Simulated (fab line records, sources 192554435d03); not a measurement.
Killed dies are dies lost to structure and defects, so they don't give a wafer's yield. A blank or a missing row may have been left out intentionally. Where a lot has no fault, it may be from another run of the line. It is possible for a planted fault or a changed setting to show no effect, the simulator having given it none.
fab line records -- flow n5-finfet
record: lots: 7, wafers: 39
route steps=1938 shown FIN_SAQP@96 DUMMY_REMOVAL@382 MOL_CONTACT_COAG@559 BEOL_M0@748 BEOL_M2@841 BEOL_M3@980 BEOL_M5@1116 BEOL_M7@1263 BEOL_M8@1377 BEOL_M11@1578 BEOL_M13@1659 MIM_TOP_LITHO@1845 PASSIVATION@1936
start-h: start of the lot's first displayed wafer, in hours after the record's first day -- wait-h: hours elapsed since this lot's preceding step -- " unchanged from the row above -- L1.1+2: a row that stands for several wafers -- - no value, or no start given -- * or withheld: withheld -- < > ~ a bound
route shown NAME@n: names a module that has steps shown in the file, with the first one's number in the route -- usual: mean and standard deviation over wafers with no fault -- same: alike in all rows -- chamber/n: place in a boat -- sites: per-site readings -- _std_site: their standard deviation -- _edge_site: inner sites' mean taken away from outer sites' mean -- radius-mm: how far each site lies from the wafer's centre -- mask NAME#n: copy n -- behind: the last tool/chamber to shape the wafer -- hold: why the lot went on hold/how many hours it stayed there/how the hold came to an end -- device: transistor that didn't switch, given as n, p or np -- end of line: the route-end tests of the same wafers -- a step given without rows: its recipe and nothing more -- killed: at the first sort, the dies lost to defects and structure; wafer yield is something else -- map: the dies of a wafer, with x for killed, . for not killed, _ for no die there
set.NAME: the run value of the setting; set.NAME@STEP: its run value at that earlier step -- model.NAME: the simulator's own value behind a step, which no gauge read
lots whose settings were changed on purpose; a table a step, a row a wafer
== steps ==
step: N5_FIN_SAQP_HM_DEP_03
recipe: material: SiNx, target-thk-a: 380, temp-c: 400, precursor: SiH4/NH3/N2, pressure-torr: 1.5, rf-w: 300, time-s: 33.6
step: N5_DUMMY_REMOVAL_PRECLEAN_08
recipe: chemistry: NF3:NH3, afs-cycles: 2, temp-c: 30, time-s: 20, sublimation-temp-c: 180, sublimation-time-s: 60, pressure-torr: 3, rf-power-w: 30
step: N5_MOL_CONTACT_COAG_ALD_27
recipe: material: SiOC, target-thk-a: 170, temp-c: 400, ald-precursor-family: carbosiloxane, ald-co-reactant: H2-plasma, pulse-time-s: 1.5, time-s: 2720, purge-time-s: 2, co-reactant-purge-time-s: 2, ald-cycles: 340, pressure-torr: 2
step: N5_BEOL_M0_DEP_125
recipe: material: SiCN, target-thk-a: 80, temp-c: withheld, precursor: 3MS/NH3, pressure-torr: 3, rf-w: 202, time-s: 14
step: N5_BEOL_M2_ILD_DEP_00
recipe: material: SiOC, target-thk-a: 790, temp-c: 350, precursor: DEMS/O2, pressure-torr: 5, rf-w: 500, time-s: 15.3
step: N5_BEOL_M3_TRENCH_ETCH_37
recipe: chemistry: C4F6/O2, target-depth-a: 555.55, target: SiOC, time-s: 29.2, ion-energy-ev: 250, pressure-mtorr: 30, source-w: 355, bias-w: 185, Ar_flow_sccm: 300, C4F6_flow_sccm: 10, O2_flow_sccm: 10
step: N5_BEOL_M5_HM_DEP_02
recipe: material: TiN, target-thk-a: 200, temp-c: 25, chamber-pressure-pa: 0.49996
step: N5_BEOL_M7_ILD_DEP_00
recipe: material: SiCOH_lowk, target-thk-a: 1797.5, temp-c: 300, precursor: DEMS/porogen, pressure-torr: 5, rf-w: 500, time-s: 33.4
step: N5_BEOL_M8_TRENCH_ETCH_37
recipe: chemistry: C4F6/O2, target-depth-a: 934.78, target: SiCOH_lowk, time-s: 31.2, ion-energy-ev: 250, pressure-mtorr: 30, source-w: 345, bias-w: 185, Ar_flow_sccm: 300, C4F6_flow_sccm: 10, O2_flow_sccm: 10
step: N5_BEOL_M11_TRENCH_ETCH_37
recipe: chemistry: C4F6/O2, target-depth-a: 1488.3, target: SiCOH_lowk, time-s: 48, ion-energy-ev: 250, pressure-mtorr: 30, source-w: 345, bias-w: 185, Ar_flow_sccm: 300, C4F6_flow_sccm: 10, O2_flow_sccm: 10
step: N5_BEOL_M13_ILD_DEP_00
recipe: material: SiOC, target-thk-a: 8379.2, temp-c: 350, precursor: DEMS/O2, pressure-torr: 5, rf-w: 500, time-s: 166.4
step: N5_MIM_TOP_LITHO_DEVELOP_07
recipe: develop-time-s: 60, rinse-liquid: diw, dry: air-spin, dev-temp-c: 21
step: N5_PASSIVATION_PROBE_49
usual: defect-limited-yield: 91.1/1.4, killed_at_M0_to_M3: 35/8.7, killed_at_M4_up: 14/5.3, killed-dies: 105/16, sort-n-pass: 1075/16
lot.wafer,tool,chamber,start-h,wait-h,set.time-s@FIN_SAQP_HM_DEP_03,set.time-s@DUMMY_REMOVAL_PRECLEAN_08,set.time-s@MOL_CONTACT_COAG_ALD_27,set.time-s@BEOL_M0_DEP_125,set.time-s@BEOL_M2_ILD_DEP_00,set.time-s@BEOL_M3_TRENCH_ETCH_37,set.target-thk-a@BEOL_M5_HM_DEP_02,set.time-s@BEOL_M7_ILD_DEP_00,set.target-depth-a@BEOL_M8_TRENCH_ETCH_37,set.time-s@BEOL_M11_TRENCH_ETCH_37,set.target-thk-a@BEOL_M13_ILD_DEP_00,set.develop-time-s@MIM_TOP_LITHO_DEVELOP_07,defect-limited-yield[%],killed_at_M0_to_M3,killed_at_M4_up,killed-dies,sort-n-pass
L074.1,prober-01,-,267.32,0.0,33.6,20,2720,14,15.3,29.2,200,33.4,934.78,48,8379.2,60,91.7,38,11,98,1082
L074.3,prober-01,-,267.42,0.1,33.6,20,2720,14,15.3,29.2,200,33.4,934.78,48,8379.2,60,91.1,31,20,105,1075
L074.6,prober-01,-,267.57,0.3,33.6,20,2720,14,15.3,29.2,200,33.4,934.78,48,8379.2,60,93.6,27,5,76,1104
L079.1,prober-01,-,290.52,0.2,33.6,20,2720,14,15.3,23.12,288.8,33.4,934.78,40.22,11480,60,78.5,41,152,254,926
L079.2,prober-01,-,290.57,0.3,33.6,30.29,2720,14,15.3,23.12,200,33.4,934.78,48,11480,60,88.9,48,11,131,1049
L079.3,prober-01,-,290.62,0.3,40.2,20,2720,14,18.9,29.2,200,33.4,1237,48,8379.2,60,90.4,40,5,113,1067
L079.4,prober-01,-,290.67,0.4,33.6,20,2720,14,18.9,29.2,288.8,47.28,934.78,40.22,8379.2,60,40.9,45,603,697,483
L079.5,prober-01,-,290.72,0.4,40.2,30.29,2720,14,15.3,29.2,288.8,47.28,1237,48,11480,60,49.1,41,501,601,579
L079.6,prober-01,-,290.77,0.5,40.2,30.29,2720,14,18.9,23.12,200,47.28,1237,40.22,8379.2,60,88.4,48,6,137,1043
L084.1,prober-02,-,321.42,0.0,45.47,8.046,2720,14,24.09,29.2,200,33.4,1171,28.56,8379.2,79.17,0,1113,16,1180,0
L084.2,prober-02,-,321.47,0.1,33.6,20,1647,14,15.3,29.2,200,33.4,1171,48,5484,60,91.9,36,6,95,1085
L084.3,prober-02,-,321.52,0.1,33.6,8.046,2720,14,15.3,29.2,200,33.4,934.78,48,8379.2,60,92.1,18,18,93,893
L084.4,prober-02,-,321.57,0.2,45.47,20,2720,18.89,24.09,29.2,200,33.4,934.78,28.56,5484,60,0,1114,8,1180,0
L084.5,prober-02,-,321.62,0.2,45.47,20,1647,18.89,24.09,29.2,200,33.4,1171,48,5484,79.17,0,1105,10,1180,0
L084.6,prober-02,-,321.67,0.3,33.6,8.046,1647,18.89,15.3,29.2,200,33.4,934.78,28.56,8379.2,79.17,87.4,40,52,149,794
L088.1,prober-02,-,346.53,0.3,33.6,20,2720,18.1,15.3,29.2,200,33.4,934.78,48,12860,60,90.6,31,12,111,1069
L088.2,prober-02,-,346.58,0.3,33.6,30.86,3334,14,18.47,41.83,200,33.4,934.78,48,8379.2,60,91.2,39,20,104,1076
L088.3,prober-02,-,346.63,0.4,22.24,30.86,2720,14,18.47,29.2,200,43.87,934.78,35.49,12860,37.81,92.1,26,22,93,1087
L088.4,prober-02,-,346.68,0.4,22.24,20,2720,14,15.3,41.83,200,33.4,934.78,35.49,12860,37.81,92.4,22,17,90,1090
L088.5,prober-02,-,346.73,0.5,33.6,30.86,3334,18.1,15.3,29.2,200,43.87,934.78,35.49,8379.2,60,90.8,48,18,109,1071
L088.6,prober-02,-,346.78,0.5,22.24,20,3334,18.1,18.47,41.83,200,43.87,934.78,48,8379.2,37.81,93.2,24,15,80,1100
L086.1,prober-02,-,347.91,0.2,33.6,20,2720,14,15.3,22.63,200,27.39,934.78,74.93,8379.2,81.77,89.2,38,11,127,1053
L086.2,prober-02,-,347.96,0.2,46.1,20,1259,6.382,15.3,22.63,200,27.39,934.78,48,8379.2,60,88.8,42,12,132,1048
L086.3,prober-02,-,348.01,0.3,33.6,14.7,1259,14,15.3,29.2,200,27.39,1236,74.93,8379.2,60,90.8,29,24,109,1071
L086.4,prober-02,-,348.06,0.3,46.1,20,1259,14,15.3,29.2,200,33.4,1236,48,8379.2,60,91.9,36,4,96,1084
L086.5,prober-02,-,348.11,0.4,46.1,14.7,2720,6.382,15.3,29.2,200,33.4,934.78,74.93,8379.2,81.77,93.1,25,14,82,1098
L086.6,prober-02,-,348.16,0.4,33.6,14.7,2720,6.382,15.3,22.63,200,33.4,1236,48,8379.2,81.77,92.0,43,17,94,1086
L090.1,prober-02,-,364.91,0.0,33.6,20,2720,14,15.3,14.57,264.8,33.4,934.78,20.21,8379.2,60,0,34,1053,1180,0
L090.2,prober-02,-,364.96,0.1,33.6,29.84,2720,14,15.3,29.2,200,33.4,720,20.21,8379.2,60,0,47,1047,1180,0
L090.3,prober-02,-,365.01,0.1,33.6,20,3354,14,22.39,29.2,264.8,19.97,934.78,20.21,5089,25.64,0,1115,7,1180,0
L090.4,prober-02,-,365.06,0.2,33.6,29.84,2720,14,22.39,29.2,200,19.97,934.78,48,8379.2,25.64,0,1082,12,1180,0
L090.5,prober-02,-,365.11,0.2,33.6,29.84,3354,14,15.3,14.57,264.8,19.97,720,48,5089,60,85.9,33,82,166,1014
L090.6,prober-02,-,365.16,0.3,33.6,20,3354,14,22.39,14.57,200,33.4,720,48,5089,25.64,0,1121,8,1180,0
L093.1,prober-02,-,386.08,0.0,24.76,20,2720,8.065,15.3,29.2,200,52.54,769.7,48,8379.2,37.11,0,33,1088,1180,0
L093.2,prober-02,-,386.13,0.1,33.6,20,2720,14,15.3,20.65,200,52.54,934.78,48,8379.2,37.11,0,26,1095,1180,0
L093.3,prober-02,-,386.18,0.1,24.76,20,2720,8.065,15.3,20.65,200,33.4,769.7,48,8379.2,60,92.7,22,12,86,1094
L093.4,prober-02,-,386.23,0.2,24.76,20,2720,14,15.3,29.2,200,33.4,934.78,48,8379.2,60,91.3,27,10,103,1077
L093.5,prober-02,-,386.28,0.2,33.6,20,2720,8.065,15.3,20.65,200,33.4,934.78,48,8379.2,37.11,94.3,20,5,67,1113
L093.6,prober-02,-,386.33,0.3,33.6,20,2720,14,15.3,29.2,200,52.54,769.7,48,8379.2,60,0,32,1092,1180,0
killed by level:class
L074.1 BEOL_M2:geometric-particle:open=14 MOL_CONTACT_COAG:geometric-particle:open=11 DUMMY_GATE:geometric-particle:open=7 BEOL_M0_SAQP:geometric-particle:short=6 FIN_SAQP:geometric-particle:short=5 STI_FIN_REVEAL:geometric-particle:open=5 BEOL_M0_SAQP:geometric-particle:open=5 BEOL_M4:geometric-particle:open=5
L074.3 MOL_CONTACT_COAG:geometric-particle:open=12 BEOL_M0_SAQP:geometric-particle:open=9 BEOL_M0_SAQP:geometric-particle:short=8 BEOL_M4:geometric-particle:open=8 FIN_SAQP:geometric-particle:short=5 DUMMY_GATE:geometric-particle:open=5 BEOL_M2:geometric-particle:open=5 STI_FIN_REVEAL:geometric-particle:open=4
L074.6 MOL_CONTACT_COAG:geometric-particle:open=18 BEOL_M0_SAQP:geometric-particle:short=6 BEOL_M2:geometric-particle:open=6 FIN_SAQP:geometric-particle:open=4 BEOL_M2:geometric-particle:short=4 MIM_BOT:geometric-particle:short=4 SPACER0:geometric-particle:short=3 BEOL_M0:geometric-particle:open=3
L079.1 BEOL_M5:area-open=144 FIN_SAQP:geometric-particle:open=19 BEOL_M1:geometric-particle:open=11 BEOL_M0_SAQP:geometric-particle:open=10 FIN_SAQP:geometric-particle:short=8 MOL_CONTACT_COAG:geometric-particle:open=8 DUMMY_GATE:geometric-particle:open=7 BEOL_M0_SAQP:geometric-particle:short=6
L079.2 FIN_SAQP:geometric-particle:open=31 BEOL_M0_SAQP:geometric-particle:short=18 BEOL_M0_SAQP:geometric-particle:open=16 FIN_SAQP:geometric-particle:short=13 MOL_CONTACT_COAG:geometric-particle:open=8 BEOL_M2:geometric-particle:open=6 BEOL_M1:geometric-particle:open=4 STARTING-WAFER:geometric-particle:open=3
L079.3 FIN_SAQP:geometric-particle:open=21 FIN_SAQP:geometric-particle:short=11 MOL_CONTACT_COAG:geometric-particle:open=11 BEOL_M0_SAQP:geometric-particle:short=9 GATE_CUT:geometric-particle:short=8 BEOL_M2:geometric-particle:short=8 BEOL_M3:geometric-particle:open=7 BEOL_M1:geometric-particle:open=6
L079.4 BEOL_M5:area-open=587 BEOL_M1:geometric-particle:open=14 FIN_SAQP:geometric-particle:open=11 BEOL_M2:geometric-particle:open=10 FIN_SAQP:geometric-particle:short=9 BEOL_M3:geometric-particle:open=8 MOL_CONTACT_COAG:geometric-particle:open=7 GATE_CUT:geometric-particle:short=5
L079.5 BEOL_M5:area-open=491 FIN_SAQP:geometric-particle:open=19 FIN_SAQP:geometric-particle:short=14 BEOL_M0_SAQP:geometric-particle:open=8 GATE_CUT:geometric-particle:short=6 MOL_CONTACT_COAG:geometric-particle:open=6 BEOL_M0_SAQP:geometric-particle:short=6 BEOL_M1:geometric-particle:open=6
L079.6 FIN_SAQP:geometric-particle:open=23 BEOL_M0_SAQP:geometric-particle:open=20 FIN_SAQP:geometric-particle:short=17 STI_FIN_REVEAL:geometric-particle:open=15 BEOL_M0_SAQP:geometric-particle:short=11 BEOL_M3:geometric-particle:open=8 BEOL_M1:geometric-particle:open=7 MOL_CONTACT_COAG:geometric-particle:short=5
L084.1 BEOL_M2:area-dep=1095 STI_FIN_REVEAL:geometric-particle:open=14 FIN_SAQP:geometric-particle:short=8 MOL_CONTACT_COAG:geometric-particle:open=6 BEOL_M0_SAQP:geometric-particle:short=6 BEOL_M4:geometric-particle:open=5 FIN_SAQP:geometric-particle:open=4 DUMMY_GATE:geometric-particle:open=4
L084.2 BEOL_M0_SAQP:geometric-particle:open=12 FIN_SAQP:geometric-particle:short=11 STI_FIN_REVEAL:geometric-particle:open=8 MOL_CONTACT_COAG:geometric-particle:open=7 ILD0:geometric-particle:short=6 BEOL_M0_SAQP:geometric-particle:short=6 BEOL_M1:geometric-particle:open=6 GATE_CUT:geometric-particle:short=5
L084.3 FIN_SAQP:geometric-particle:short=10 MOL_CONTACT_COAG:geometric-particle:open=10 BEOL_M5:geometric-particle:open=10 STI_FIN_REVEAL:geometric-particle:open=9 FIN_SAQP:geometric-particle:open=7 BEOL_M0_SAQP:geometric-particle:open=6 GATE_CUT:geometric-particle:open=4 MOL_CONTACT_COAG:geometric-particle:short=4
L084.4 BEOL_M2:area-dep=1079 STI_FIN_REVEAL:geometric-particle:open=16 BEOL_M1:geometric-particle:open=9 FIN_SAQP:geometric-particle:short=8 BEOL_M0_SAQP:geometric-particle:open=8 FIN_SAQP:geometric-particle:open=6 BEOL_M0_SAQP:geometric-particle:short=6 BEOL_M2:geometric-particle:open=6
L084.5 BEOL_M2:area-dep=1081 STI_FIN_REVEAL:geometric-particle:open=23 MOL_CONTACT_COAG:geometric-particle:open=13 BEOL_M1:geometric-particle:open=9 BEOL_M0_SAQP:geometric-particle:open=7 FIN_SAQP:geometric-particle:short=6 BEOL_M4:geometric-particle:open=5 STI_FIN_REVEAL:geometric-particle:short=4
L084.6 BEOL_M11:area-ecd=34 MOL_CONTACT_COAG:geometric-particle:open=21 STI_FIN_REVEAL:geometric-particle:open=11 BEOL_M1:geometric-particle:open=10 BEOL_M0_SAQP:geometric-particle:open=10 BEOL_M0_SAQP:geometric-particle:short=8 BEOL_M3:geometric-particle:open=7 FIN_SAQP:geometric-particle:short=5
L088.1 MOL_CONTACT_COAG:geometric-particle:open=15 STI_FIN_REVEAL:geometric-particle:open=11 BEOL_M0_SAQP:geometric-particle:short=10 BEOL_M0_SAQP:geometric-particle:open=9 FIN_SAQP:geometric-particle:open=8 GATE_CUT:geometric-particle:short=7 BEOL_M2:geometric-particle:open=5 MIM_BOT:geometric-particle:open=5
L088.2 BEOL_M0_SAQP:geometric-particle:short=10 MOL_CONTACT_COAG:geometric-particle:open=9 BEOL_M4:geometric-particle:open=9 BEOL_M0_SAQP:geometric-particle:open=8 GATE_CUT:geometric-particle:short=7 BEOL_M2:geometric-particle:open=7 STI_FIN_REVEAL:geometric-particle:open=5 BEOL_M1:geometric-particle:short=4
L088.3 BEOL_M0_SAQP:geometric-particle:short=11 STI_FIN_REVEAL:geometric-particle:open=10 MOL_CONTACT_COAG:geometric-particle:open=8 BEOL_M0_SAQP:geometric-particle:open=8 BEOL_M4:geometric-particle:open=8 FIN_SAQP:geometric-particle:open=4 FIN_SAQP:geometric-particle:short=3 STI_FIN_REVEAL:geometric-particle:short=3
L088.4 FIN_SAQP:geometric-particle:open=10 BEOL_M0_SAQP:geometric-particle:short=8 BEOL_M0_SAQP:geometric-particle:open=8 STI_FIN_REVEAL:geometric-particle:open=6 GATE_CUT:geometric-particle:short=6 MOL_CONTACT_COAG:geometric-particle:open=6 BEOL_M4:geometric-particle:short=6 STARTING-WAFER:geometric-particle:open=5
L088.5 BEOL_M0_SAQP:geometric-particle:open=17 BEOL_M0_SAQP:geometric-particle:short=15 STI_FIN_REVEAL:geometric-particle:open=12 FIN_SAQP:geometric-particle:short=6 MOL_CONTACT_COAG:geometric-particle:open=6 BEOL_M4:geometric-particle:open=6 BEOL_M1:geometric-particle:open=5 BEOL_M4:geometric-particle:short=5
L088.6 BEOL_M0_SAQP:geometric-particle:short=11 MOL_CONTACT_COAG:geometric-particle:open=10 STI_FIN_REVEAL:geometric-particle:open=9 BEOL_M1:geometric-particle:open=7 BEOL_M4:geometric-particle:open=7 GATE_CUT:geometric-particle:short=6 BEOL_M0_SAQP:geometric-particle:open=4 BEOL_M4:geometric-particle:short=4
L086.1 FIN_SAQP:geometric-particle:open=27 FIN_SAQP:geometric-particle:short=11 BEOL_M0_SAQP:geometric-particle:open=10 BEOL_M2:geometric-particle:open=8 BEOL_M3:geometric-particle:open=8 MOL_CONTACT_COAG:geometric-particle:open=7 STI_FIN_REVEAL:geometric-particle:open=6 BEOL_M0_SAQP:geometric-particle:short=6
L086.2 FIN_SAQP:geometric-particle:open=29 BEOL_M0_SAQP:geometric-particle:short=15 FIN_SAQP:geometric-particle:short=13 MOL_CONTACT_COAG:geometric-particle:open=8 BEOL_M3:geometric-particle:open=8 BEOL_M0_SAQP:geometric-particle:open=7 BEOL_M2:geometric-particle:open=6 BEOL_M4:geometric-particle:open=6
L086.3 FIN_SAQP:geometric-particle:open=18 FIN_SAQP:geometric-particle:short=9 BEOL_M3:geometric-particle:open=9 BEOL_M4:geometric-particle:open=7 BEOL_M0_SAQP:geometric-particle:short=6 BEOL_M11:area-etch=6 BEOL_M0_SAQP:geometric-particle:open=5 MOL_CONTACT_COAG:geometric-particle:open=4
L086.4 BEOL_M3:geometric-particle:open=12 FIN_SAQP:geometric-particle:short=9 GATE_CUT:geometric-particle:short=8 BEOL_M0_SAQP:geometric-particle:open=8 FIN_SAQP:geometric-particle:open=7 GATE_CUT:geometric-particle:open=6 STI_FIN_REVEAL:geometric-particle:open=4 BEOL_M0_SAQP:geometric-particle:short=4
L086.5 FIN_SAQP:geometric-particle:open=8 BEOL_M0_SAQP:geometric-particle:open=7 BEOL_M0_SAQP:geometric-particle:short=7 FIN_SAQP:geometric-particle:short=6 GATE_CUT:geometric-particle:short=6 BEOL_M5:geometric-particle:open=5 GATE_CUT:geometric-particle:open=5 BEOL_M3:geometric-particle:open=5
L086.6 BEOL_M3:geometric-particle:open=8 GATE_CUT:geometric-particle:short=7 GATE_CUT:geometric-particle:open=7 MOL_CONTACT_COAG:geometric-particle:open=7 BEOL_M0_SAQP:geometric-particle:short=7 BEOL_M2:geometric-particle:open=7 BEOL_M0_SAQP:geometric-particle:open=5 FIN_SAQP:geometric-particle:short=4
L090.1 BEOL_M11:area-etch=1041 FIN_SAQP:geometric-particle:open=33 MOL_CONTACT_COAG:geometric-particle:open=19 FIN_SAQP:geometric-particle:short=18 BEOL_M1:geometric-particle:open=12 BEOL_M0_SAQP:geometric-particle:short=5 GATE_CUT:geometric-particle:short=5 BEOL_M0_SAQP:geometric-particle:open=5
L090.2 BEOL_M11:area-etch=1035 MOL_CONTACT_COAG:geometric-particle:open=28 FIN_SAQP:geometric-particle:open=22 FIN_SAQP:geometric-particle:short=13 BEOL_M1:geometric-particle:open=12 BEOL_M0_SAQP:geometric-particle:short=9 BEOL_M2:geometric-particle:open=8 MOL_CONTACT_COAG:geometric-particle:short=8
L090.3 BEOL_M2:area-dep=1082 FIN_SAQP:geometric-particle:open=13 MOL_CONTACT_COAG:geometric-particle:open=12 FIN_SAQP:geometric-particle:short=9 BEOL_M1:geometric-particle:open=9 BEOL_M0_SAQP:geometric-particle:open=7 BEOL_M3:geometric-particle:open=7 STI_FIN_REVEAL:geometric-particle:open=6
L090.4 BEOL_M2:area-dep=1050 FIN_SAQP:geometric-particle:open=28 MOL_CONTACT_COAG:geometric-particle:open=20 FIN_SAQP:geometric-particle:short=15 BEOL_M2:geometric-particle:open=12 BEOL_M2:geometric-particle:short=6 BEOL_M4:geometric-particle:open=6 PASS1_CAP:geometric-particle:short=4
L090.5 BEOL_M7:area-dep=55 MOL_CONTACT_COAG:geometric-particle:open=17 FIN_SAQP:geometric-particle:short=11 BEOL_M0_SAQP:geometric-particle:open=8 BEOL_M1:geometric-particle:open=8 BEOL_M5:area-open=8 BEOL_M4:geometric-particle:open=7 FIN_SAQP:geometric-particle:open=5
L090.6 BEOL_M2:area-dep=1082 MOL_CONTACT_COAG:geometric-particle:open=21 FIN_SAQP:geometric-particle:open=9 BEOL_M1:geometric-particle:open=8 FIN_SAQP:geometric-particle:short=7 BEOL_M3:geometric-particle:open=7 BEOL_M0_SAQP:geometric-particle:short=6 BEOL_M2:geometric-particle:open=6
L093.1 BEOL_M7:area-etch=1081 FIN_SAQP:geometric-particle:short=11 GATE_CUT:geometric-particle:short=10 BEOL_M0_SAQP:geometric-particle:open=10 MOL_CONTACT_COAG:geometric-particle:open=8 ILD0:geometric-particle:short=6 GATE_CUT:geometric-particle:open=6 BEOL_M1:geometric-particle:open=6
L093.2 BEOL_M7:area-etch=1087 MOL_CONTACT_COAG:geometric-particle:open=10 FIN_SAQP:geometric-particle:open=10 FIN_SAQP:geometric-particle:short=9 STI_FIN_REVEAL:geometric-particle:open=7 BEOL_M0_SAQP:geometric-particle:open=6 BEOL_M1:geometric-particle:open=6 MOL_CONTACT_COAG:geometric-particle:short=5
L093.3 MOL_CONTACT_COAG:geometric-particle:open=10 GATE_CUT:geometric-particle:short=8 FIN_SAQP:geometric-particle:short=6 BEOL_M1:geometric-particle:open=6 STARTING-WAFER:geometric-particle:open=6 BEOL_M0_SAQP:geometric-particle:open=5 BEOL_M0_SAQP:geometric-particle:short=4 STI_FIN_REVEAL:geometric-particle:open=3
L093.4 STI_FIN_REVEAL:geometric-particle:open=11 BEOL_M3:geometric-particle:open=9 GATE_CUT:geometric-particle:short=8 FIN_SAQP:geometric-particle:short=7 STARTING-WAFER:geometric-particle:short=6 MOL_CONTACT_COAG:geometric-particle:open=5 BEOL_M0:geometric-particle:open=5 BEOL_M1:geometric-particle:open=5
L093.5 FIN_SAQP:geometric-particle:short=9 FIN_SAQP:geometric-particle:open=8 BEOL_M0_SAQP:geometric-particle:open=6 STARTING-WAFER:geometric-particle:short=5 MOL_CONTACT_COAG:geometric-particle:open=4 BEOL_M0_SAQP:geometric-particle:short=4 ILD0:geometric-particle:open=3 GATE_CUT:geometric-particle:short=3
L093.6 BEOL_M7:area-etch=1087 MOL_CONTACT_COAG:geometric-particle:open=12 BEOL_M1:geometric-particle:open=11 FIN_SAQP:geometric-particle:open=7 BEOL_M0_SAQP:geometric-particle:short=6 GATE_CUT:geometric-particle:short=5 BEOL_M0_SAQP:geometric-particle:open=5 BEOL_M2:geometric-particle:open=5
== key ==
split: step: N5_FIN_SAQP_HM_DEP_03, setting: time-s, stated-as: 33.6
response none clear
split: step: N5_DUMMY_REMOVAL_PRECLEAN_08, setting: time-s, stated-as: 20
response none clear
split: step: N5_MOL_CONTACT_COAG_ALD_27, setting: time-s, stated-as: 2720
response none clear
split: step: N5_BEOL_M0_DEP_125, setting: time-s, stated-as: 14
response none clear
split: step: N5_BEOL_M2_ILD_DEP_00, setting: time-s, stated-as: 15.3
response: step: N5_PASSIVATION_PROBE_49, reading: killed_at_M0_to_M3, slope: +16.8, per: 1%, together-with: all, explained: 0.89
split: step: N5_BEOL_M3_TRENCH_ETCH_37, setting: time-s, stated-as: 29.2
response none clear
split: step: N5_BEOL_M5_HM_DEP_02, setting: target-thk-a, stated-as: 200
response none clear
split: step: N5_BEOL_M7_ILD_DEP_00, setting: time-s, stated-as: 33.4
response: step: N5_PASSIVATION_PROBE_49, reading: killed_at_M4_up, slope: +12.8, per: 1%, together-with: all, explained: 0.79
response: step: N5_PASSIVATION_PROBE_49, reading: sort-n-pass, slope: -10.9, per: 1%, together-with: all, explained: 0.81
response: step: N5_PASSIVATION_PROBE_49, reading: defect-limited-yield, slope: -0.929, per: 1%, together-with: all, explained: 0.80
response: step: N5_PASSIVATION_PROBE_49, reading: killed-dies, slope: +11, per: 1%, together-with: all, explained: 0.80
split: step: N5_BEOL_M8_TRENCH_ETCH_37, setting: target-depth-a, stated-as: 934.78
response none clear
split: step: N5_BEOL_M11_TRENCH_ETCH_37, setting: time-s, stated-as: 48
response none clear
split: step: N5_BEOL_M13_ILD_DEP_00, setting: target-thk-a, stated-as: 8379.2
response none clear
split: step: N5_MIM_TOP_LITHO_DEVELOP_07, setting: develop-time-s, stated-as: 60
response none clear
